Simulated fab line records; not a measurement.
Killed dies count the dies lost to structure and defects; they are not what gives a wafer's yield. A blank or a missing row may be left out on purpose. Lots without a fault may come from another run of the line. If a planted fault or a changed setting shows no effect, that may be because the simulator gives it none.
fab line records	flow n5Finfet
record: lots: 9	wafers: 27	lastDay: 19
route steps=1938 shown FIN_SAQP@118 BEOL_M4@1111 PASSIVATION@1936
lots that met no fault: from a run of the same line without faults
startH: the number of hours between the record's first day and the start of the first shown wafer of the lot	waitH: hours since the lot's step before	" the same as in the row above	L1.1+2: a row that stands for several wafers	- either no value or no given start	* or withheld: withheld	< > ~ a bound
route shown NAME@n: a module of which the file shows steps, and the number in the route of the first	usual: average and standard deviation across the fault-free wafers	same: alike in all rows	chamber/n: place in a boat	sites: per-site readings	_std_site: standard deviation across them	_edge_site: outer sites' mean less inner sites'	radiusMm: for every site, how far away it sits from the centre of the wafer	mask NAME#n: copy n	behind: the last tool/chamber to shape the wafer	hold: what put the lot on hold/how long, in hours/how the hold closed	device: transistor that didn't switch, given as n, p or np	end of line: tests of these same wafers at the route's end	a step with no rows: only its recipe	killed: the dies lost at the first sort to structure and to defects; this is not the yield of the wafer	map: a wafer's dies, marking killed ones x, the rest . and places with no die _
set.NAME: the setting the step ran with; set.NAME@STEP: the setting that earlier step ran with	model.NAME: the simulator's own value behind a step, which no gauge read
steps of the route over a sample of lots; a table a step, a row a wafer
services: from which hour (startH, from the record's first day; less than 0 if before it) a tool's chamber was out of use, for how many hours, and why
== steps ==
step: N5_FIN_SAQP_HM_OPEN_73
recipe: chemistry: CHF3/O2	target: SiO2	stopOn: a-Si	targetDepthA: 120	overEtchFrac: 1.8	maskMaterial: SOC	timeS: 16.8	pressureMtorr: 30	sourceW: 650	biasW: 170	Ar_flow_sccm: 200	CHF3_flow_sccm: 50	O2_flow_sccm: 5	ionEnergyEv: 200	ends: endPoint
usual: drypumpMotorCurrentA: 5.8/0.37	oesProductAu: 0.48/0.049	rfVppV: 525/4.2	showerheadPlenumPTorr: 2.42/0.11	throttleValvePct: 18.74/0.18
lot.wafer	tool	chamber	startH	waitH	drypumpMotorCurrentA	oesProductAu	rfHoursCounterH	rfVppV	showerheadPlenumPTorr	throttleValvePct
L722.1	rieDiel-05	2	35.14	0.0	5.8	0.41	228	523	2.29	19.09
L722.5	"	0	"	"	5.5	0.48	-	531	2.51	18.53
L722.6	"	1	"	"	5.4	0.48	-	523	2.25	18.90
L727.1	rieDiel-04	3	64.27	0.0	6.0	0.45	158	528	2.40	18.64
L727.3	"	2	"	"	6.1	0.56	12	524	2.37	18.89
L727.6	"	1	"	"	6.1	0.46	-	518	2.30	18.63
L728.1	rieDiel-02	0	70.65	0.0	5.3	0.58	0	522	2.56	18.47
L728.2	"	2	"	"	6.4	0.41	211	530	2.38	18.93
L728.6	"	1	"	"	5.5	0.53	-	530	2.56	18.75
L730.1	rieDiel-02	1	81.97	0.0	5.5	0.51	49	531	2.56	18.74
L730.2	"	2	"	"	6.4	0.41	215	531	2.38	18.93
L730.5	"	0	"	"	5.3	0.55	-	524	2.56	18.46
L732.1	rieDiel-05	0	98.03	0.0	5.6	0.46	135	529	2.50	18.57
L732.4	"	2	"	"	5.8	0.42	245	523	2.29	19.10
L732.5	"	0	"	"	5.5	0.47	-	530	2.50	18.59
L733.1	rieDiel-04	2	102.16	0.0	6.1	0.55	28	525	2.36	18.90
L733.5	"	1	"	"	6.1	0.45	-	518	2.30	18.64
L733.6	"	2	"	"	6.1	0.55	-	523	2.36	18.91
L739.3	rieDiel-04	3	135.87	0.0	6.0	0.44	185	527	2.39	18.69
L739.5	"	2	"	"	6.1	0.53	-	524	2.36	18.94
L739.6	"	3	"	"	6.1	0.44	-	530	2.39	18.68
L740.1	rieDiel-02	0	141.58	0.0	5.3	0.52	25	524	2.55	18.52
L740.2	"	3	"	"	5.9	0.45	174	524	2.49	18.59
L740.4	"	1	"	"	5.5	0.50	69	530	2.55	18.77
L743.2	rieDiel-02	3	160.45	0.0	5.9	0.44	180	526	2.49	18.62
L743.4	"	1	"	"	5.5	0.50	75	530	2.55	18.78
L743.6	"	3	"	"	5.9	0.45	-	526	2.49	18.60
step: N5_FIN_SAQP_ETCH_57
recipe: chemistry: CH3F/O2	target: SiNx	maskMaterial: SiO2	targetDepthA: 325	timeS: 46.4	pressureMtorr: 30	sourceW: 395	biasW: 73	Ar_flow_sccm: 150	CH3F_flow_sccm: 30	O2_flow_sccm: 20	ionEnergyEv: 120	ends: cleared
usual: drypumpMotorCurrentA: 5.8/0.36	etchRfOnTimeS: 46.1/0.87	oesProductAu: 0.68/0.07	rfVppV: 298.2/2.3	showerheadPlenumPTorr: 2.03/0.093	throttleValvePct: 16.27/0.19
lot.wafer	tool	chamber	startH	waitH	drypumpMotorCurrentA	etchRfOnTimeS	oesProductAu	rfHoursCounterH	rfVppV	showerheadPlenumPTorr	throttleValvePct
L722.1	rieDiel-02	0	37.12	0.0	5.3	44.5	0.59	251	293.2	1.88	16.41
L722.5	"	3	"	"	5.9	45.9	0.67	-	297.9	2.08	16.05
L722.6	"	1	"	"	5.5	45.2	0.76	-	301.0	2.13	16.20
L727.1	rieDiel-05	3	66.16	0.0	6.3	45.6	0.62	201	296.4	2.07	16.49
L727.3	"	1	"	"	5.4	45.7	0.67	101	297.6	1.86	16.42
L727.6	"	0	"	"	5.5	46.5	0.67	-	301.0	2.09	16.12
L728.1	rieDiel-04	2	72.61	0.0	6.1	45.7	0.80	16	298.0	1.96	16.34
L728.2	"	1	"	"	6.1	46.4	0.64	171	293.1	1.91	16.17
L728.6	"	2	"	"	6.1	46.8	0.81	-	298.4	1.96	16.38
L730.1	rieDiel-04	2	83.84	0.0	6.1	44.1	0.80	21	297.6	1.96	16.37
L730.2	"	1	"	"	6.1	44.3	0.65	175	294.4	1.91	16.18
L730.5	"	1	"	"	6.1	45.1	0.64	-	293.1	1.91	16.18
L732.1	rieDiel-02	2	101.92	0.0	6.4	45.5	0.58	221	300.6	1.97	16.46
L732.4	"	0	"	"	5.3	45.0	0.78	9	297.5	2.13	15.99
L732.5	"	0	"	"	5.3	45.7	0.78	-	297.6	2.13	15.97
L733.1	rieDiel-04	2	104.71	0.1	6.1	45.3	0.77	30	296.8	1.96	16.38
L733.5	"	1	"	"	6.1	46.8	0.63	-	295.9	1.90	16.18
L733.6	"	2	"	"	6.1	46.5	0.78	-	296.9	1.96	16.41
L739.3	rieDiel-02	0	137.75	0.0	5.3	44.9	0.75	24	298.1	2.12	15.99
L739.5	"	1	"	"	5.5	46.7	0.71	-	302.0	2.12	16.25
L739.6	"	0	"	"	5.3	45.8	0.76	-	297.4	2.13	15.99
L740.1	rieDiel-05	0	143.59	0.0	5.5	46.2	0.65	153	300.5	2.08	16.15
L740.2	"	3	"	"	6.3	45.3	0.61	227	295.8	2.06	16.57
L740.4	"	1	"	"	5.4	46.8	0.66	128	297.9	1.85	16.48
L743.2	rieDiel-05	2	162.44	0.0	5.8	45.4	0.81	7	300.8	2.14	16.19
L743.4	"	0	"	"	5.5	47.5	0.65	159	300.4	2.08	16.19
L743.6	"	3	"	"	6.3	46.9	0.60	-	297.2	2.06	16.57
step: N5_FIN_SAQP_ETCH_65
recipe: chemistry: CF4	target: SiO2	targetDepthA: 40	ionEnergyEv: 350	timeS: 4.4	pressureMtorr: 10	icpW: 800	biasW: 400	cf4FlowSccm: 80
usual: drypumpMotorCurrentA: 5.6/0.6	oesProductAu: 0.994/0.018	throttleValvePct: 21.76/0.22
lot.wafer	tool	chamber	startH	waitH	drypumpMotorCurrentA	oesProductAu	rfHoursCounterH	throttleValvePct
L722.1	rieSi-06	3	37.23	0.1	5.6	0.975	141	21.92
L722.5	"	3	"	"	5.6	0.966	-	21.92
L722.6	"	2	"	"	5.0	0.987	-	21.81
L727.1	rieSi-02	3	66.26	0.1	5.3	1.017	50	21.49
L727.3	"	0	"	"	5.6	1.000	76	21.85
L727.6	"	2	"	"	6.2	0.956	-	21.48
L728.1	rieSi-05	2	72.72	0.1	5.3	1.023	195	21.81
L728.2	"	0	"	"	4.9	0.986	187	21.80
L728.6	"	3	"	"	6.8	1.005	-	21.77
L730.1	rieSi-02	2	83.95	0.1	6.1	0.951	48	21.50
L730.2	"	0	"	"	5.6	0.996	76	21.85
L730.5	"	0	"	"	5.6	1.001	-	21.85
L732.1	rieSi-02	3	102.03	0.1	5.3	1.006	50	21.48
L732.4	"	1	"	"	4.6	1.369	52	21.58
L732.5	"	3	"	"	5.3	1.353	-	21.60
L733.1	rieSi-02	2	104.82	0.1	6.1	0.950	49	21.47
L733.5	"	3	"	"	5.3	1.339	-	21.59
L733.6	"	2	"	"	6.2	0.950	-	21.48
L739.3	rieSi-05	3	137.86	0.1	6.8	1.015	129	21.77
L739.5	"	1	"	"	6.2	0.998	-	22.10
L739.6	"	3	"	"	6.8	1.022	-	21.76
L740.1	rieSi-05	0	143.70	0.1	4.9	0.999	189	21.80
L740.2	"	1	"	"	6.3	0.989	59	22.10
L740.4	"	2	"	"	5.3	1.061	0	21.74
L743.2	rieSi-06	0	162.55	0.1	5.9	0.986	119	22.04
L743.4	"	2	"	"	4.9	0.995	53	21.81
L743.6	"	2	"	"	4.9	0.995	-	21.81
step: N5_FIN_SAQP_RECESS_63
recipe: chemistry: HF/NH3	target: SiO2	targetDepthA: 180	afsCycles: 3	tempC: 30	sublimationTempC: 180	sublimationTimeS: 60
usual: drypumpMotorCurrentA: 5.76/0.21	tempC: 29.97/0.11
lot.wafer	tool	chamber	startH	waitH	drypumpMotorCurrentA	tempC
L722.1	vaporEtch-02	1	37.36	0.1	5.57	30.08
L722.5	"	1	"	"	5.57	29.97
L722.6	"	0	"	"	6.03	30.07
L727.1	vaporEtch-02	0	66.38	0.1	6.02	29.84
L727.3	"	1	"	"	5.57	29.97
L727.6	"	0	"	"	6.01	30.01
L728.1	vaporEtch-01	0	72.83	0.1	5.86	29.77
L728.2	"	1	"	"	5.54	30.00
L728.6	"	1	"	"	5.53	29.97
L730.1	vaporEtch-01	1	84.06	0.1	5.52	29.80
L730.2	"	0	"	"	5.86	30.12
L730.5	"	1	"	"	5.56	29.86
L732.1	vaporEtch-01	0	102.14	0.1	5.86	29.95
L732.4	"	0	"	"	5.82	29.92
L732.5	"	0	"	"	5.86	29.94
L733.1	vaporEtch-01	0	104.93	0.1	5.90	29.94
L733.5	"	1	"	"	5.51	29.79
L733.6	"	0	"	"	5.87	29.99
L739.3	vaporEtch-02	1	138.09	0.2	5.56	30.03
L739.5	"	0	"	"	6.00	29.84
L739.6	"	1	"	"	5.55	29.99
L740.1	vaporEtch-01	1	143.82	0.1	5.53	29.91
L740.2	"	0	"	"	5.85	29.94
L740.4	"	0	"	"	5.84	29.93
L743.2	vaporEtch-02	1	162.67	0.1	5.58	29.96
L743.4	"	0	"	"	6.02	30.00
L743.6	"	0	"	"	6.00	29.99
step: N5_BEOL_M4_RC_MEAS_101
usual: DIBL_N: 35.9/1.3	DIBL_P: 35.9/1.5	IOFF_N: 0.152/0.023	IOFF_P: 0.204/0.027	ION_N: 673/9.2	ION_P: 462/6.7	SS_N: 71.4/0.48	SS_P: 73.2/0.55	VT_N: 250.3/2.6	VT_P: -250.6/3
lot.wafer	tool	chamber	startH	waitH	DIBL_N[mV/V]	DIBL_P[mV/V]	IOFF_N[nA/um]	IOFF_P[nA/um]	ION_N[uA/um]	ION_P[uA/um]	SS_N[mV/dec]	SS_P[mV/dec]	VT_N[mV]	VT_P[mV]
L722.1	prober-02	0	188.38	0.0	33.8	34.7	0.143	0.199	667	461	71.0	72.4	250.9	-250.0
L722.5	"	0	"	"	33.5	34.5	0.133	0.186	672	464	71.5	72.5	250.1	-250.8
L722.6	"	0	"	"	33.9	35.1	0.139	0.199	663	464	70.9	72.8	250.9	-250.2
L728.1	prober-01	0	238.39	0.0	36.2	35.5	0.162	0.209	687	467	71.6	73.1	246.1	-248.9
L728.2	"	0	"	"	37.4	37.4	0.183	0.233	680	468	71.8	74.2	245.8	-249.6
L728.6	"	0	"	"	36.8	36.7	0.175	0.224	690	469	70.5	73.0	247.4	-248.3
L727.1	prober-02	0	240.07	0.2	34.9	35.7	0.133	0.189	680	467	71.8	73.1	252.7	-250.8
L727.3	"	0	"	"	34.8	33.9	0.126	0.161	670	454	71.0	73.6	253.6	-254.7
L727.6	"	0	"	"	34.8	34.9	0.130	0.178	668	462	71.0	72.1	253.5	-252.7
L730.1	prober-02	0	247.96	0.3	38.2	38.8	0.225	0.247	690	467	71.5	74.1	242.7	-248.1
L730.2	"	0	"	"	37.6	37.3	0.206	0.217	678	458	71.8	73.2	244.2	-253.5
L730.5	"	0	"	"	36.9	36.6	0.182	0.209	682	458	71.3	72.6	246.1	-251.4
L732.1	prober-01	0	249.16	0.0	34.3	33.5	0.154	0.211	683	472	71.5	72.7	248.0	-249.9
L732.4	"	0	"	"	35.1	33.7	0.163	0.210	681	463	71.7	73.3	248.1	-249.2
L732.5	"	0	"	"	34.8	34.6	0.161	0.225	679	470	71.2	74.5	249.0	-248.3
L733.1	prober-02	0	274.88	0.0	36.3	33.9	0.147	0.227	669	472	71.5	72.4	248.6	-244.2
L733.5	"	0	"	"	36.9	34.5	0.148	0.227	678	467	71.1	73.4	251.3	-247.5
L733.6	"	0	"	"	38.0	36.4	0.184	0.275	692	477	71.6	73.6	247.6	-243.5
L740.1	prober-02	0	305.47	0.0	36.1	36.0	0.162	0.183	675	454	71.9	73.0	250.0	-253.1
L740.2	"	0	"	"	36.2	36.6	0.164	0.187	668	455	72.0	73.8	248.5	-255.2
L740.4	"	0	"	"	35.4	35.8	0.149	0.176	669	452	71.4	73.1	250.2	-256.0
L739.3	prober-01	0	305.57	0.3	36.5	36.4	0.174	0.228	688	471	71.9	72.9	246.3	-248.1
L739.5	"	0	"	"	35.8	35.8	0.162	0.218	681	469	72.0	72.9	248.6	-249.2
L739.6	"	0	"	"	36.4	36.3	0.172	0.228	677	468	71.1	72.5	245.5	-247.2
L743.2	prober-02	0	334.79	0.2	35.3	34.3	0.134	0.219	657	466	71.6	73.2	252.8	-247.0
L743.4	"	0	"	"	35.2	34.4	0.130	0.216	667	471	71.4	72.1	249.9	-247.9
L743.6	"	0	"	"	35.9	35.3	0.146	0.240	678	477	71.1	73.7	251.0	-244.7
step: N5_PASSIVATION_PROBE_49
usual: defectLimitedYield: 91.0/1.5	killed_at_M0_to_M3: 37/12	killed_at_M4_up: 13/5	killedAtContacts: 13/6.1	killedAtFrontEnd: 39/11	killedAtOther: 4/3.2	killedDies: 106/17	killedOpen: 69/12	killedShort: 35/7.9	sort_bin_5_function: 5.3/1	sort_bin_6_memory: 3.3/0.68	sortNPass: 1074/17	sortYieldPct: 91.0/1.5
same: grossDies: 1180	killedAtBackSide: 0	sort_bin_4_leakage[%]: 0	sort_bin_8_speed[%]: 0
lot.wafer	tool	chamber	startH	waitH	defectLimitedYield[%]	killed_at_M0_to_M3	killed_at_M4_up	killedAtContacts	killedAtFrontEnd	killedAtOther	killedDies	killedOpen	killedShort	sort_bin_5_function[%]	sort_bin_6_memory[%]	sortNPass	sortYieldPct[%]
L722.1	prober-02	-	303.16	0.7	91.7	19	9	21	46	3	98	63	31	4.7	3.2	1082	91.7
L722.5	prober-02	-	303.36	0.9	92.8	29	13	10	31	2	85	61	24	4.8	2.3	1095	92.8
L722.6	prober-02	-	303.41	0.9	93.0	34	6	15	28	0	83	53	29	4.2	2.6	1097	93.0
L728.1	prober-02	-	346.18	0.3	89.7	50	20	6	45	0	121	80	40	5.8	4.2	1059	89.7
L728.2	prober-02	-	346.23	0.4	90.8	54	6	11	36	2	109	80	26	6.2	2.8	1071	90.8
L728.6	prober-02	-	346.43	0.6	92.5	39	10	8	31	0	88	62	25	4.4	2.8	1092	92.5
L727.1	prober-02	-	355.92	0.0	89.1	57	14	14	41	3	129	80	48	6.5	3.9	1051	89.1
L727.3	prober-02	-	356.02	0.1	91.4	51	12	16	21	2	102	66	34	5.5	2.7	1078	91.4
L727.6	prober-02	-	356.17	0.3	92.7	24	22	5	30	5	86	56	27	4.7	2.4	1094	92.7
L730.1	prober-01	-	361.45	0.0	91.9	29	9	15	39	4	96	61	33	4.8	2.8	1084	91.9
L730.2	prober-01	-	361.50	0.1	92.2	24	3	15	50	0	92	56	36	4.7	2.8	1088	92.2
L730.5	prober-01	-	361.65	0.2	93.1	25	11	6	38	1	81	58	23	4.4	2.3	1099	93.1
L732.1	prober-02	-	361.69	0.1	90.0	43	8	13	48	6	118	80	38	5.2	4.7	1062	90.0
L732.4	prober-02	-	361.84	0.3	91.2	26	18	11	48	1	104	82	22	5.8	2.9	1076	91.2
L732.5	prober-02	-	361.89	0.3	88.9	45	19	22	39	6	131	84	45	6.8	3.9	1049	88.9
L733.1	prober-02	-	390.77	0.0	90.2	48	5	12	50	1	116	83	33	6.1	3.5	1064	90.2
L733.5	prober-02	-	390.97	0.2	91.3	48	8	9	38	0	103	72	31	4.3	4.2	1077	91.3
L733.6	prober-02	-	391.02	0.3	90.3	46	20	17	31	1	115	80	35	5.4	4.2	1065	90.3
L739.3	prober-01	-	414.82	0.1	90.6	40	12	22	32	5	111	81	29	5.8	3.1	1069	90.6
L739.5	prober-01	-	414.92	0.2	89.4	44	10	30	41	0	125	86	35	5.6	4.2	1055	89.4
L739.6	prober-01	-	414.97	0.3	88.5	62	14	22	38	0	136	90	45	6.4	4.8	1044	88.5
L740.1	prober-02	-	421.05	0.0	91.4	26	14	6	55	0	101	66	34	5.1	3.1	1079	91.4
L740.2	prober-02	-	421.10	0.1	90.5	29	27	19	36	1	112	75	35	6.4	3.0	1068	90.5
L740.4	prober-02	-	421.20	0.2	90.5	35	21	7	47	2	112	72	38	5.3	3.6	1068	90.5
L743.2	prober-01	-	449.85	0.1	90.1	47	10	22	34	4	117	80	35	5.8	4.0	1063	90.1
L743.4	prober-01	-	449.95	0.2	93.2	14	15	17	30	4	80	52	26	3.7	2.7	1100	93.2
L743.6	prober-01	-	450.05	0.3	91.9	29	12	21	30	4	96	69	25	5.0	2.9	1084	91.9
killed by level:class
L722.1 MOL_CONTACT_COAG:geometricParticle:open=15 FIN_SAQP:geometricParticle:short=13 FIN_SAQP:geometricParticle:open=11 BEOL_M3:geometricParticle:open=9 DUMMY_GATE:geometricParticle:open=5 MOL_CONTACT_COAG:geometricParticle:short=5 STI_FIN_REVEAL:geometricParticle:open=4 BEOL_M5:geometricParticle:open=3
L722.5 BEOL_M1:geometricParticle:open=9 FIN_SAQP:geometricParticle:open=7 STI_FIN_REVEAL:geometricParticle:open=7 MOL_CONTACT_COAG:geometricParticle:open=7 DUMMY_GATE:geometricParticle:open=6 BEOL_M0_SAQP:geometricParticle:short=6 BEOL_M5:geometricParticle:open=5 BEOL_M7:geometricParticle:open=5
L722.6 MOL_CONTACT_COAG:geometricParticle:open=11 BEOL_M0_SAQP:geometricParticle:short=10 FIN_SAQP:geometricParticle:open=7 BEOL_M2:geometricParticle:open=7 BEOL_M0_SAQP:geometricParticle:open=5 BEOL_M3:geometricParticle:open=5 FIN_SAQP:geometricParticle:short=4 GATE_CUT:geometricParticle:short=4
L728.1 FIN_SAQP:geometricParticle:open=18 FIN_SAQP:geometricParticle:short=17 BEOL_M3:geometricParticle:open=12 BEOL_M2:geometricParticle:open=11 BEOL_M0_SAQP:geometricParticle:short=8 BEOL_M1:geometricParticle:open=8 MOL_CONTACT_COAG:geometricParticle:open=6 BEOL_M0_SAQP:geometricParticle:open=5
L728.2 BEOL_M1:geometricParticle:open=15 MOL_CONTACT_COAG:geometricParticle:open=10 BEOL_M3:geometricParticle:open=10 BEOL_M1:geometricParticle:short=8 STI_FIN_REVEAL:geometricParticle:open=7 BEOL_M0_SAQP:geometricParticle:open=7 BEOL_M2:geometricParticle:open=7 DUMMY_GATE:geometricParticle:open=5
L728.6 BEOL_M3:geometricParticle:open=10 STI_FIN_REVEAL:geometricParticle:open=9 DUMMY_GATE:geometricParticle:open=9 BEOL_M2:geometricParticle:open=8 BEOL_M0_SAQP:geometricParticle:open=7 FIN_SAQP:geometricParticle:short=5 MOL_CONTACT_COAG:geometricParticle:open=5 BEOL_M0_SAQP:geometricParticle:short=4
L727.1 BEOL_M0_SAQP:geometricParticle:short=22 STI_FIN_REVEAL:geometricParticle:open=15 BEOL_M0_SAQP:geometricParticle:open=15 MOL_CONTACT_COAG:geometricParticle:open=10 GATE_CUT:geometricParticle:short=6 DUMMY_GATE:geometricParticle:open=5 BEOL_M3:geometricParticle:open=5 BEOL_M5:geometricParticle:open=5
L727.3 BEOL_M0_SAQP:geometricParticle:short=16 MOL_CONTACT_COAG:geometricParticle:open=15 BEOL_M0_SAQP:geometricParticle:open=15 BEOL_M2:geometricParticle:open=9 STI_FIN_REVEAL:geometricParticle:open=5 GATE_CUT:geometricParticle:short=5 BEOL_M3:geometricParticle:open=4 BEOL_M1:geometricParticle:open=3
L727.6 BEOL_M4:geometricParticle:open=9 GATE_CUT:geometricParticle:short=5 BEOL_M0_SAQP:geometricParticle:open=5 BEOL_M0_SAQP:geometricParticle:short=5 BEOL_M2:geometricParticle:open=5 STI_FIN_REVEAL:geometricParticle:open=4 DUMMY_GATE:geometricParticle:open=4 SPACER0:geometricParticle:open=4
L730.1 FIN_SAQP:geometricParticle:short=12 MOL_CONTACT_COAG:geometricParticle:open=12 BEOL_M0_SAQP:geometricParticle:open=11 FIN_SAQP:geometricParticle:open=9 GATE_CUT:geometricParticle:short=6 BEOL_M0_SAQP:geometricParticle:short=5 BEOL_M3:geometricParticle:open=4 STARTING-WAFER:geometricParticle:open=4
L730.2 FIN_SAQP:geometricParticle:open=15 FIN_SAQP:geometricParticle:short=14 MOL_CONTACT_COAG:geometricParticle:open=14 BEOL_M0_SAQP:geometricParticle:short=7 STI_FIN_REVEAL:geometricParticle:open=6 BEOL_M0_SAQP:geometricParticle:open=6 GATE_CUT:geometricParticle:short=4 GATE_CUT:geometricParticle:open=3
L730.5 BEOL_M0_SAQP:geometricParticle:open=12 FIN_SAQP:geometricParticle:short=8 FIN_SAQP:geometricParticle:open=7 STI_FIN_REVEAL:geometricParticle:open=7 BEOL_M3:geometricParticle:open=6 MOL_CONTACT_COAG:geometricParticle:open=6 GATE_CUT:geometricParticle:open=4 STI_FIN_REVEAL:geometricParticle:short=3
L732.1 BEOL_M3:geometricParticle:open=13 STI_FIN_REVEAL:geometricParticle:open=12 MOL_CONTACT_COAG:geometricParticle:open=11 FIN_SAQP:geometricParticle:short=10 FIN_SAQP:geometricParticle:open=10 BEOL_M2:geometricParticle:open=7 BEOL_M1:geometricParticle:open=6 BEOL_M0_SAQP:geometricParticle:short=5
L732.4 FIN_SAQP:geometricParticle:open=16 STI_FIN_REVEAL:geometricParticle:open=13 MOL_CONTACT_COAG:geometricParticle:open=11 BEOL_M4:geometricParticle:open=7 BEOL_M1:geometricParticle:open=6 BEOL_M3:geometricParticle:open=5 ILD0:geometricParticle:short=3 GATE_CUT:geometricParticle:open=3
L732.5 MOL_CONTACT_COAG:geometricParticle:open=13 BEOL_M3:geometricParticle:open=11 BEOL_M4:geometricParticle:open=10 MOL_CONTACT_COAG:geometricParticle:short=9 BEOL_M1:geometricParticle:open=9 FIN_SAQP:geometricParticle:open=7 GATE_CUT:geometricParticle:short=5 GATE_CUT:geometricParticle:open=5
L733.1 BEOL_M3:geometricParticle:open=19 FIN_SAQP:geometricParticle:open=13 STI_FIN_REVEAL:geometricParticle:open=10 BEOL_M0_SAQP:geometricParticle:open=10 MOL_CONTACT_COAG:geometricParticle:open=9 BEOL_M2:geometricParticle:open=8 FIN_SAQP:geometricParticle:short=7 BEOL_M0_SAQP:geometricParticle:short=5
L733.5 BEOL_M2:geometricParticle:open=15 BEOL_M3:geometricParticle:open=15 FIN_SAQP:geometricParticle:open=11 BEOL_M0_SAQP:geometricParticle:short=9 MOL_CONTACT_COAG:geometricParticle:open=8 FIN_SAQP:geometricParticle:short=5 BEOL_M5:geometricParticle:open=5 STI_FIN_REVEAL:geometricParticle:short=4
L733.6 MOL_CONTACT_COAG:geometricParticle:open=13 BEOL_M0_SAQP:geometricParticle:open=13 FIN_SAQP:geometricParticle:open=10 BEOL_M0_SAQP:geometricParticle:short=10 BEOL_M4:geometricParticle:open=9 BEOL_M2:geometricParticle:open=8 BEOL_M3:geometricParticle:open=6 MOL_CONTACT_COAG:geometricParticle:short=4
L739.3 MOL_CONTACT_COAG:geometricParticle:open=19 BEOL_M3:geometricParticle:open=11 BEOL_M2:geometricParticle:open=10 BEOL_M0_SAQP:geometricParticle:open=9 BEOL_M0_SAQP:geometricParticle:short=8 FIN_SAQP:geometricParticle:open=7 STI_FIN_REVEAL:geometricParticle:open=5 FIN_SAQP:geometricParticle:short=4
L739.5 MOL_CONTACT_COAG:geometricParticle:open=22 BEOL_M2:geometricParticle:open=17 STI_FIN_REVEAL:geometricParticle:open=8 MOL_CONTACT_COAG:geometricParticle:short=8 BEOL_M4:geometricParticle:open=8 BEOL_M3:geometricParticle:open=8 FIN_SAQP:geometricParticle:short=6 BEOL_M0_SAQP:geometricParticle:short=6
L739.6 BEOL_M0_SAQP:geometricParticle:short=18 BEOL_M0_SAQP:geometricParticle:open=17 MOL_CONTACT_COAG:geometricParticle:open=16 STI_FIN_REVEAL:geometricParticle:open=12 FIN_SAQP:geometricParticle:short=8 BEOL_M2:geometricParticle:open=8 BEOL_M3:geometricParticle:open=8 BEOL_M1:geometricParticle:open=7
L740.1 STI_FIN_REVEAL:geometricParticle:open=15 GATE_CUT:geometricParticle:short=12 BEOL_M4:geometricParticle:open=9 BEOL_M0_SAQP:geometricParticle:open=7 MOL_CONTACT_COAG:geometricParticle:open=6 BEOL_M3:geometricParticle:open=6 FIN_SAQP:geometricParticle:open=5 STI_FIN_REVEAL:geometricParticle:short=5
L740.2 BEOL_M4:geometricParticle:open=18 MOL_CONTACT_COAG:geometricParticle:open=16 FIN_SAQP:geometricParticle:short=7 GATE_CUT:geometricParticle:open=7 STI_FIN_REVEAL:geometricParticle:open=5 DUMMY_GATE:geometricParticle:open=5 BEOL_M0_SAQP:geometricParticle:open=5 BEOL_M2:geometricParticle:short=5
L740.4 FIN_SAQP:geometricParticle:short=13 BEOL_M4:geometricParticle:open=13 BEOL_M2:geometricParticle:open=10 STI_FIN_REVEAL:geometricParticle:open=8 FIN_SAQP:geometricParticle:open=6 MOL_CONTACT_COAG:geometricParticle:open=6 GATE_CUT:geometricParticle:short=5 DUMMY_GATE:geometricParticle:open=4
L743.2 MOL_CONTACT_COAG:geometricParticle:open=18 BEOL_M2:geometricParticle:open=18 FIN_SAQP:geometricParticle:short=14 DUMMY_GATE:geometricParticle:open=8 BEOL_M3:geometricParticle:open=7 BEOL_M0_SAQP:geometricParticle:open=6 BEOL_M0:geometricParticle:open=5 FIN_SAQP:geometricParticle:open=4
L743.4 MOL_CONTACT_COAG:geometricParticle:open=16 FIN_SAQP:geometricParticle:short=7 BEOL_M2:geometricParticle:open=5 FIN_SAQP:geometricParticle:open=4 BEOL_M6:geometricParticle:open=4 STI_FIN_REVEAL:geometricParticle:open=3 DUMMY_GATE:geometricParticle:short=3 GATE_CUT:geometricParticle:short=3
L743.6 MOL_CONTACT_COAG:geometricParticle:open=16 DUMMY_GATE:geometricParticle:open=12 BEOL_M2:geometricParticle:open=10 BEOL_M0:geometricParticle:short=5 BEOL_M3:geometricParticle:open=5 MOL_CONTACT_COAG:geometricParticle:short=4 BEOL_M4:geometricParticle:open=4 FIN_SAQP:geometricParticle:open=3
== services ==
tool	chamber	startH	hours	kind
rieDiel-02	2	26.16	26.8	repair
rieDiel-05	3	33.07	9.2	repair
rieDiel-04	0	35.14	-	clean
rieDiel-04	0	35.14	-	consumableReplace:focusRing
rieDiel-04	0	35.14	-	consumableReplace:showerhead
rieDiel-04	0	35.14	17.0	scheduledDown
rieDiel-04	0	35.14	17.0	ventCycle
rieSi-06	1	46.23	16.6	repair
vaporEtch-01	-	49.77	1.6	repair
rieDiel-02	0	52.92	-	clean
rieDiel-02	0	52.92	-	consumableReplace:focusRing
rieDiel-02	0	52.92	-	consumableReplace:showerhead
rieDiel-02	0	52.92	17.0	scheduledDown
rieDiel-02	0	52.92	17.0	ventCycle
rieSi-06	3	59.53	1.7	repair
rieDiel-05	2	60.80	8.2	repair
rieSi-05	1	72.60	3.6	repair
rieSi-06	2	75.11	39.6	repair
rieDiel-02	-	85.35	0.4	repair
rieSi-06	-	98.32	4.3	pm
rieSi-06	3	106.99	3.7	repair
rieDiel-02	2	113.74	6.6	repair
rieSi-06	-	137.70	14.6	pm
rieSi-06	-	158.76	0.3	repair
== key ==
firstSign: step: N5_FIN_SAQP_ETCH_65	reading: oesProductAu	direction: up	sigmas: 20	usual: 0.994	struck: 1.354
effect none on later readings
metAt N5_FIN_SAQP_ETCH_65
struckLots L732,L733
struckWafers L732.4,L732.5,L733.5
notActingAt N5_FIN_SAQP_HM_OPEN_73,N5_FIN_SAQP_ETCH_57,N5_FIN_SAQP_RECESS_63
onsetBetween 83.95 102.03
fault: kind: processParameterDrift	tool: rieSi-02	chamber: -	onsetH: 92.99	steps: N5_FIN_SAQP_ETCH_65	channel: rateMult	offset: 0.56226	shape: step	endH: 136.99	scope: struckWafersOnly
